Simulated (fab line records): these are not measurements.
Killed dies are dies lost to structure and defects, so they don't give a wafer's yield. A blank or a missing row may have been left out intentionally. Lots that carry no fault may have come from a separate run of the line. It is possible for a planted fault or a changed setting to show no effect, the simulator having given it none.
A struck lot beside a sound one :: flow n5Finfet :: 41 steps out of a route of 1938
Sound: wafers L888.2, L888.4, L888.6. The struck wafers were L898.4, L898.5, L898.6. The cause is named last.
Per side, at each step with rows, come the tool, then ch with its chambers, and then its first start. Under that, the readings that differ: sound wafers :: struck wafers :: difference of the means :: sigmas: that difference in standard deviations of wafers without a fault.
alike: readings with means less than 2 such deviations apart, plus words and numbers identical on both sides. not compared: withheld readings, readings lacking a value on some wafer, bounds such as >300 that could conceal the same value, and numbers that have no deviation in the record and whose values overlap.
The two part at a step that has a row with sigmas, a row that says differs or no value, or rows on one side only. When numbers do not overlap yet have no deviation, they are printed without sigmas and do not part them. A reading that every wafer of one side lacks parts them only if that side has two wafers or more.

first, 9 steps without rows for these wafers: N5_BEOL_M4_ANNEAL_95 (time 240 s); N5_BEOL_M4_SPUTTER_96 (material Cu, target thk 4.5 nm, time 8.29 s); N5_BEOL_M4_ECD_50 (material Cu, target thk 300 nm); N5_BEOL_M4_ANNEAL_51 (time 90 s); N5_BEOL_M4_CMP_52 (polishes, stops on SiOC, t overpolish 6.8 s, target thk 40 nm); N5_BEOL_M4_PRE_CLEAN_60 (time 15 s); N5_BEOL_M4_CO_CAP_55 (material Co, precursor CCTBA/H2, target thk 2 nm, time 102.1 s); N5_BEOL_M4_PRE_CLEAN_56 (time 15 s); N5_BEOL_M4_DEP_57 (deposits SiCN from 3MS/NH3, target thk 8 nm, time 14 s).
N5_BEOL_M4_RC_MEAS_101:
  sound on prober-02 ch 0, day 9 06:42; struck on prober-01 ch 0, day 12 05:05
  alike: DIBL_N, DIBL_P, IOFF_N, IOFF_P, ION_N, ION_P, SS_N, SS_P, VT_N, VT_P
then, 24 steps without rows for these wafers: N5_BEOL_M5_ILD_DEP_00 (deposits SiCOH lowk from DEMS/porogen, target thk 140.64 nm, time 25.9 s); N5_BEOL_M5_CURE_79 (cures SiCOH lowk, time 240 s); N5_BEOL_M5_PECVD_70 (deposits SiO2 from TEOS/O2, target thk 16 nm, time 18 s); N5_BEOL_M5_HM_DEP_02 (deposits TiN, target thk 20 nm); N5_BEOL_M5_COAT_59 (time 60 s, resist thk 60 nm); N5_BEOL_M5_COAT_60 (time 60 s, resist thk 12 nm); N5_BEOL_M5_COAT_71 (time 60 s, resist thk 5 nm); N5_BEOL_M5_COAT_05 (resist thk 30 nm); N5_BEOL_M5_EBR_07; N5_BEOL_M5_SOFTBAKE_06 (time 60 s); N5_BEOL_M5_EXPOSE_08 (exposes mask M5, target cd 28 nm); N5_BEOL_M5_PEB_09 (peb time 60 s); N5_BEOL_M5_DEVELOP_10 (develop time 30 s); N5_BEOL_M5_DESCUM_16 (chemistry O2, time 7 s); N5_BEOL_M5_ETCH_72 (etches underlayer in N2/H2, target depth 6.5 nm, time 5.2 s); N5_BEOL_M5_ETCH_61 (etches SiARC in CF4, target depth 15.6 nm, time 26 s); N5_BEOL_M5_ETCH_62 (etches SOC in N2/H2, target depth 75 nm, overetch 15 nm, time 112.5 s); N5_BEOL_M5_STRIP_63 (strips in N2/H2); N5_BEOL_M5_STRIP_73 (strips in N2/H2); N5_BEOL_M5_STRIP_64 (strips in CF4); N5_BEOL_M5_HM_OPEN_17 (chemistry Cl2/BCl3, target TiN, target depth 20 nm, overetch 6 nm); N5_BEOL_M5_STRIP_19 (strips in O2); N5_BEOL_M5_COAT_65 (time 60 s, resist thk 60 nm); N5_BEOL_M5_COAT_66 (time 60 s, resist thk 12 nm).
N5_BEOL_M6_TRENCH_ETCH_37: etches SiCOH lowk in C4F6/O2, target depth 94.435 nm, time 31.5 s.
  sound on rieDiel-01 ch 0,1,2, day 10 00:57; struck on rieDiel-05 ch 0,1,3, day 12 20:45
reading: runLengthS (s)
sound: 54.1 54.1 54.9
struck: 48.3 48.9 48.5
difference: -5.8
sigmas: -12

reading: timeS (s)
sound: 31.5 31.5 31.5
struck: 22.05 22.05 22.05
difference: -9.45
sigmas: 

reading: model.BEOL_M6.featureDepthNm (nm)
sound: 95.2 92.8 93.6
struck: 68.4 66 66
difference: -27.1
sigmas: 

reading: model.etch.depthNm (nm)
sound: 95.21 92.79 93.51
struck: 68.36 65.98 65.9
difference: -27.09
sigmas: 

reading: model.TiN_of_BEOL_M6_HM_DEP_02.thkNm (nm)
sound: 17.2 17.4 17
struck: 17.8 17.8 17.8
difference: +0.6
sigmas: 
  alike: drypumpMotorCurrentA, oesProductAu, rfVppV, showerheadPlenumPTorr, throttleValvePct
  not compared: rfHoursCounterH
N5_BEOL_M6_OCD_MEAS_38:
  sound: ocd-01 at day 10 01:07; struck: ocd-02 at day 12 20:54
reading: trenchDepthNm (nm)
sound: 94.8 92.7 93.4
struck: 68.8 65.8 66.1
difference: -26.7
sigmas: -21
N5_BEOL_M6_CMP_52: polishes, stops on SiCOH lowk, t overpolish 6.9 s, target thk 80 nm.
  sound on cmp-01 ch 1,2,3, day 10 05:17; struck on cmp-04 ch 0,1,2, day 13 00:22
reading: model.Cu_of_BEOL_M6_ECD_50.thkNm (nm)
sound: 81 77 79.2
struck: 53.6 51.6 52.6
difference: -26.5
sigmas: 
  alike: barrierFieldEndpointS, clearingPlatenDownForcePsi, motorCurrentA, overpolishRunS, platenRpm, timeToEndpointS
N5_BEOL_M6_THK_MEAS_53: measures by xrf.
  sound: filmMetro-01 at day 10 05:35; struck: filmMetro-02 at day 13 00:35
reading: M6_THK (nm)
sound: 82.1 77.9 79.7
struck: 53.8 51.6 52.6
difference: -27.2
sigmas: -16
N5_BEOL_M6_RS_MEAS_57: uses a four-point probe to measure.
  sound: filmMetro-02 at day 10 05:43; struck: filmMetro-02 at day 13 00:59
reading: M6_RS (ohm/sq)
sound: 0.281 0.299 0.289
struck: 0.464 0.486 0.475
difference: +0.185
sigmas: +27
-- the record jumps here: 3 days lie between the struck wafers' starts before and after (it left off in module BEOL_M6 and takes up again in module BEOL_M15, whose first step shown is number 1830 of the route) --
N5_BEOL_M15_RC_MEAS_101:
  sound on prober-01 ch 0, day 13 10:29; struck on prober-01 ch 0, day 16 09:10
reading: SERP_M12 (ohm/um)
sound: 0.631 0.629 0.616
struck: 0.668 0.672 0.637
difference: +0.034
sigmas: +2

reading: SERP_M6 (ohm/um)
sound: 12.8 14.2 14.2
struck: 21.8 22.5 21.8
difference: +8.3
sigmas: +16

reading: SERP_M6_max_site (ohm/um)
sound: 13.3 14.7 14.4
struck: 22.6 23.4 23.3
difference: +9.0
sigmas: +14
  alike: COMB_M10, COMB_M11, COMB_M12, COMB_M13, COMB_M14, COMB_M15, COMB_M5, COMB_M7, COMB_M8, COMB_M9, SERP_M10, SERP_M11, SERP_M13, SERP_M13_max_site, SERP_M14, SERP_M5, SERP_M7, SERP_M8, SERP_M9
N5_PASSIVATION_PROBE_49:
  sound: prober-01 at day 13 23:58; struck: prober-02 at day 16 23:10
reading: sort_bin_8_speed (%)
sound: 0 0 0
struck: 0.42 0.85 0.59
difference: +0.62
sigmas: +44
  alike: defectLimitedYield, killed_at_M0_to_M3, killed_at_M4_up, killedAtContacts, killedAtFrontEnd, killedAtOther, killedDies, killedOpen, killedShort, sort_bin_5_function, sort_bin_6_memory, sortNPass

WHERE THEY PART
At N5_BEOL_M6_TRENCH_ETCH_37 first; at N5_PASSIVATION_PROBE_49 last (within this record only).

WHY: the cause the simulator had injected
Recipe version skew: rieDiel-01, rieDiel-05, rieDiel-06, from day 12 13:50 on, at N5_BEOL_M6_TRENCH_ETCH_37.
